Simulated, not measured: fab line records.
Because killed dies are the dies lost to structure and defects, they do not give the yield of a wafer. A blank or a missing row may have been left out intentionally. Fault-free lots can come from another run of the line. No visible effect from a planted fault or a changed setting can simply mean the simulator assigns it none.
fab line records	flow nand_harc	part 2 of 2: steps 21 to 28 of 28
record: lots: 5	wafers: 15	last_day: 25
route steps=1159 shown A_STAIRCASE@538
lots that met no fault: taken from a fault-free run of the same line
start_h: hours from the record's first day to the start of the lot's first wafer shown	wait_h: hours from the lot's prior step to this one	" as in the row above	L1.1+2: a single row standing in for several wafers	- no value present, or no start provided	* or withheld: withheld	< > ~ a bound
route shown NAME@n: NAME is a module with steps in the file, n the number in the route of the first one	usual: the fault-free wafers' mean and standard deviation	same: alike in all rows	chamber/n: place in a boat	sites: per-site readings	_std_site: standard deviation of those values	_edge_site: the outer-site mean with the inner-site mean subtracted	radius_mm: how far each site lies from the wafer's centre	mask NAME#n: copy n	behind: tool/chamber where the wafer was last shaped	hold: what put the lot on hold/how long, in hours/how the hold closed	device: the n, p or np transistor that did not switch	end of line: the route-end tests of the same wafers	step lacking rows: just its recipe	killed: dies lost to structure and defects at the first sort, not the wafer's yield	map: a wafer's dies, marking killed ones x, the rest . and places with no die _
set.NAME: the setting the step ran with; set.NAME@STEP: the setting that earlier step ran with	model.NAME: the simulator's own value behind a step, which no gauge read
a table for each step, a row for each wafer; lots at some steps of the route
services: from which hour (start_h, from the record's first day; less than 0 if before it) a tool's chamber was out of use, for how many hours, and why
== steps ==
step: NHARC_A_STAIRCASE_ETCH_23
recipe: target_depth_a: 1000	time_s: 40.5	ion_energy_ev: 400	c4f8_flow_sccm: 20	o2_flow_sccm: 10	ar_flow_sccm: withheld	rf_w: 600	bias_w: 1000	chemistry: C4F8/O2
usual: oes_product_au: 0.945/0.014	rf_vpp_V: 896/6.8
lot.wafer	tool	chamber	start_h	wait_h	oes_product_au	rf_hours_counter_h	rf_vpp_V
L077.1	rie_diel-03	1	-	-	0.954	10	888
L077.2	"	2	"	"	0.952	11	906
L077.5	"	3	"	"	0.936	-	888
L076.1	rie_diel-02	2	-	-	0.930	35	907
L076.2	"	0	"	"	0.943	34	897
L076.6	"	1	"	"	0.921	-	897
L094.2	rie_diel-09	0	-	-	0.965	38	888
L094.6	"	3	"	"	0.970	-	903
L094.5	"	0	"	"	0.968	-	890
L096.4	rie_diel-03	1	-	-	0.941	54	886
L096.3	"	2	"	"	0.936	55	906
L096.6	"	0	"	"	0.954	-	890
L097.4	rie_diel-09	0	-	-	0.938	47	890
L097.1	"	3	"	"	0.933	48	905
L097.6	"	0	"	"	0.946	-	888
step: NHARC_A_STAIRCASE_TRIM_24
recipe: time_s: 211.2	o2_flow_sccm: 500	ar_flow_sccm: 0	bias_w: 0	chemistry: O2
usual: drypump_motor_current_A: 5.7/0.32	oes_product_au: 1.001/0.011	rf_vpp_V: 57.7/0.92	showerhead_plenum_p_Torr: 3.52/0.18	throttle_valve_pct: 17.036/0.01
lot.wafer	tool	chamber	start_h	wait_h	drypump_motor_current_A	oes_product_au	rf_hours_counter_h	rf_vpp_V	showerhead_plenum_p_Torr	throttle_valve_pct
L077.2	rie_diel-03	0	-	-	5.3	1.014	9	56.6	3.41	17.046
L077.1	"	2	"	"	5.3	0.988	11	59.7	3.80	17.035
L077.5	"	0	"	"	5.3	1.008	-	56.5	3.41	17.034
L076.1	rie_diel-02	3	-	-	5.5	0.995	33	57.1	3.35	17.044
L076.2	"	1	"	"	5.6	0.980	36	58.5	3.56	17.022
L076.6	"	3	"	"	5.6	0.996	-	57.5	3.35	17.034
L094.2	rie_diel-09	2	-	-	5.6	1.004	37	56.7	3.55	17.027
L094.5	"	0	"	"	5.6	1.011	-	57.8	3.34	17.034
L094.6	"	1	"	"	5.2	0.989	-	60.1	3.67	17.034
L096.3	rie_diel-03	3	-	-	6.3	0.995	57	57.6	3.31	17.038
L096.4	"	0	"	"	5.3	1.013	55	57.7	3.39	17.032
L096.6	"	3	"	"	6.2	0.995	-	56.3	3.31	17.028
L097.4	rie_diel-09	1	-	-	5.2	0.996	43	58.6	3.67	17.020
L097.1	"	3	"	"	6.2	1.003	48	57.7	3.74	17.030
L097.6	"	0	"	"	5.6	1.009	-	58.4	3.34	17.050
step: NHARC_A_STAIRCASE_ETCH_25
recipe: target_depth_a: 1000	time_s: 40.5	ion_energy_ev: 400	c4f8_flow_sccm: 20	o2_flow_sccm: 10	ar_flow_sccm: withheld	rf_w: 600	bias_w: 1000	chemistry: C4F8/O2
usual: oes_product_au: 0.943/0.012	rf_vpp_V: 896/6.7
lot.wafer	tool	chamber	start_h	wait_h	oes_product_au	rf_hours_counter_h	rf_vpp_V
L077.1	rie_diel-03	2	-	-	0.959	11	906
L077.2	"	3	"	"	0.949	10	888
L077.5	"	2	"	"	0.949	-	905
L076.1	rie_diel-02	2	-	-	0.926	35	905
L076.2	"	3	"	"	0.917	34	890
L076.6	"	3	"	"	0.922	-	889
L094.2	rie_diel-09	1	-	-	0.925	35	901
L094.5	"	0	"	"	0.962	-	889
L094.6	"	1	"	"	0.925	-	901
L096.3	rie_diel-03	1	-	-	0.927	54	887
L096.4	"	2	"	"	0.929	55	906
L096.6	"	1	"	"	0.926	-	887
L097.4	rie_diel-09	2	-	-	0.944	45	895
L097.1	"	3	"	"	0.954	48	904
L097.6	"	1	"	"	0.944	-	901
step: NHARC_A_STAIRCASE_TRIM_26
recipe: time_s: 211.2	o2_flow_sccm: 500	ar_flow_sccm: 0	bias_w: 0	chemistry: O2
usual: drypump_motor_current_A: 5.7/0.32	oes_product_au: 1.000/0.012	rf_vpp_V: 57.9/0.8	showerhead_plenum_p_Torr: 3.52/0.18	throttle_valve_pct: 17.037/0.0097
lot.wafer	tool	chamber	start_h	wait_h	drypump_motor_current_A	oes_product_au	rf_hours_counter_h	rf_vpp_V	showerhead_plenum_p_Torr	throttle_valve_pct
L077.2	rie_diel-03	0	-	-	5.2	1.008	9	57.3	3.41	17.026
L077.1	"	1	"	"	5.7	1.009	10	57.9	3.30	17.036
L077.5	"	3	"	"	6.2	1.015	-	57.8	3.33	17.034
L076.1	rie_diel-02	1	-	-	5.6	0.965	37	57.1	3.56	17.042
L076.2	"	2	"	"	5.9	0.990	36	58.8	3.79	17.014
L076.6	"	0	"	"	5.8	1.000	-	57.0	3.54	17.048
L094.2	rie_diel-09	0	-	-	5.6	0.989	38	58.5	3.34	17.027
L094.5	"	3	"	"	6.2	1.004	-	57.7	3.75	17.037
L094.6	"	0	"	"	5.6	1.004	-	57.6	3.34	17.033
L096.4	rie_diel-03	3	-	-	6.2	1.001	57	56.2	3.31	17.039
L096.3	"	0	"	"	5.2	1.016	56	57.5	3.39	17.027
L096.6	"	1	"	"	5.7	1.007	-	57.6	3.28	17.023
L097.1	rie_diel-09	1	-	-	5.2	0.987	43	58.0	3.67	17.037
L097.4	"	0	"	"	5.6	1.008	47	57.5	3.34	17.042
L097.6	"	1	"	"	5.2	0.987	-	58.6	3.67	17.059
step: NHARC_A_STAIRCASE_ETCH_27
recipe: target_depth_a: 1000	time_s: 40.5	ion_energy_ev: 400	c4f8_flow_sccm: 20	o2_flow_sccm: 10	ar_flow_sccm: withheld	rf_w: 600	bias_w: 1000	chemistry: C4F8/O2
usual: oes_product_au: 0.943/0.013	rf_vpp_V: 896/6.7
lot.wafer	tool	chamber	start_h	wait_h	oes_product_au	rf_hours_counter_h	rf_vpp_V
L077.2	rie_diel-03	3	-	-	0.941	10	887
L077.1	"	2	"	"	0.958	11	906
L077.5	"	3	"	"	0.941	-	888
L076.2	rie_diel-02	2	-	-	0.941	36	905
L076.1	"	1	"	"	0.925	37	898
L076.6	"	3	"	"	0.938	-	890
L094.2	rie_diel-09	0	-	-	0.957	38	888
L094.5	"	0	"	"	0.961	-	888
L094.6	"	1	"	"	0.938	-	901
L096.3	rie_diel-03	1	-	-	0.933	54	886
L096.4	"	3	"	"	0.922	57	888
L096.6	"	0	"	"	0.957	-	890
L097.1	rie_diel-09	0	-	-	0.948	47	889
L097.4	"	3	"	"	0.932	48	904
L097.6	"	1	"	"	0.931	-	901
step: NHARC_A_STAIRCASE_STRIP_175
recipe: power_w: 1500	temp_c: 250	chemistry: O2
usual: drypump_motor_current_A: 5.9/0.52	heater_power_w: 330/38	temp_c: 250.03/0.2
lot.wafer	tool	chamber	start_h	wait_h	drypump_motor_current_A	heater_power_w	rf_hours_counter_h	temp_c
L077.2	plasma_asher-01	0	251.89	0.1	6.5	369	48	250.50
L077.1	"	1	"	"	6.3	352	48	250.08
L077.5	"	0	"	"	6.5	368	-	250.18
L076.2	plasma_asher-01	1	254.96	0.1	6.3	336	49	249.90
L076.1	"	0	"	"	6.5	369	49	250.04
L076.6	"	0	"	"	6.5	368	-	250.08
L094.2	plasma_asher-02	1	356.08	0.1	6.0	352	57	250.08
L094.5	"	1	"	"	5.9	362	-	250.22
L094.6	"	0	"	"	5.2	280	-	250.00
L096.3	plasma_asher-02	0	371.88	0.2	5.2	283	-	250.17
L096.4	"	1	"	"	5.9	373	-	250.03
L096.6	"	0	"	"	5.1	282	-	250.15
L097.1	plasma_asher-01	1	383.94	0.1	6.3	329	33	250.00
L097.4	"	1	"	"	6.3	320	-	249.89
L097.6	"	0	"	"	6.5	368	-	249.93
step: NHARC_A_STAIRCASE_STRIP_148
recipe: time_s: 900	temp_c: 130	chemistry: SPM
usual: temp_c: 129.99/0.15
lot.wafer	tool	chamber	start_h	wait_h	temp_c
L077.2	wet_bench-04	0	252.24	0.3	130.00
L077.5	"	2	"	"	130.03
L077.1	"	3	"	"	130.34
L076.1	wet_bench-06	0	255.30	0.3	129.94
L076.6	"	3	"	"	129.79
L076.2	"	4	"	"	130.00
L094.2	wet_bench-04	0	356.46	0.3	130.02
L094.6	"	1	"	"	130.08
L094.5	"	2	"	"	130.22
L096.6	wet_bench-02	1	372.13	0.1	130.10
L096.3	"	2	"	"	130.12
L096.4	"	5	"	"	129.91
L097.4	wet_bench-06	3	384.24	0.2	129.95
L097.1	"	4	"	"	130.21
L097.6	"	0	"	"	130.16
step: NHARC_A_STAIRCASE_PRECLEAN_149
recipe: time_s: *	temp_c: 50	bath_age_min: 0	chemistry: SC1
usual: diw_flow_mL_min: 1415/4.1	temp_c: 50.00/0.12
lot.wafer	tool	chamber	start_h	wait_h	diw_flow_mL_min	temp_c
L077.2	wet_bench-04	0	-	-	1416	50.03
L077.5	"	2	"	"	1414	49.86
L077.1	"	3	"	"	1418	50.16
L076.1	wet_bench-06	0	-	-	1411	49.86
L076.6	"	3	"	"	1418	49.79
L076.2	"	4	"	"	1411	50.18
L094.2	wet_bench-04	0	-	-	1415	50.10
L094.6	"	1	"	"	1415	49.96
L094.5	"	2	"	"	1409	50.18
L096.6	wet_bench-02	1	-	-	1411	50.07
L096.3	"	2	"	"	1410	49.90
L096.4	"	5	"	"	1417	49.91
L097.4	wet_bench-06	3	-	-	1420	50.16
L097.1	"	4	"	"	1415	49.89
L097.6	"	0	"	"	1402	49.98
== services ==
tool	chamber	start_h	hours	kind
rie_diel-09	0	233.27	-	clean
rie_diel-09	1	233.27	-	clean
rie_diel-09	2	233.27	-	clean
rie_diel-09	3	233.27	-	clean
litho_track-05	-	237.00	7.0	pm
rie_diel-09	-	254.25	9.0	pm
rie_diel-09	0	254.25	9.0	vent_cycle
rie_diel-09	1	254.25	9.0	vent_cycle
krf_scanner-03	-	255.70	7.7	repair
rie_diel-02	2	255.85	4.5	repair
krf_scanner-04	-	266.59	1.6	repair
plasma_asher-01	-	276.26	9.0	pm
krf_scanner-03	-	283.73	0.7	repair
krf_scanner-04	-	298.00	4.0	pm
wet_bench-06	-	305.62	8.0	pm
rie_diel-02	0	311.50	2.3	repair
rie_diel-02	-	328.17	9.0	pm
wet_bench-04	-	339.25	8.0	pm
litho_track-02	-	340.01	7.0	pm
krf_scanner-03	-	343.87	4.0	pm
wet_bench-02	-	356.00	8.0	pm
plasma_asher-01	-	356.87	1.1	repair
plasma_asher-02	-	360.34	9.0	pm
rie_diel-02	1	377.35	2.2	repair
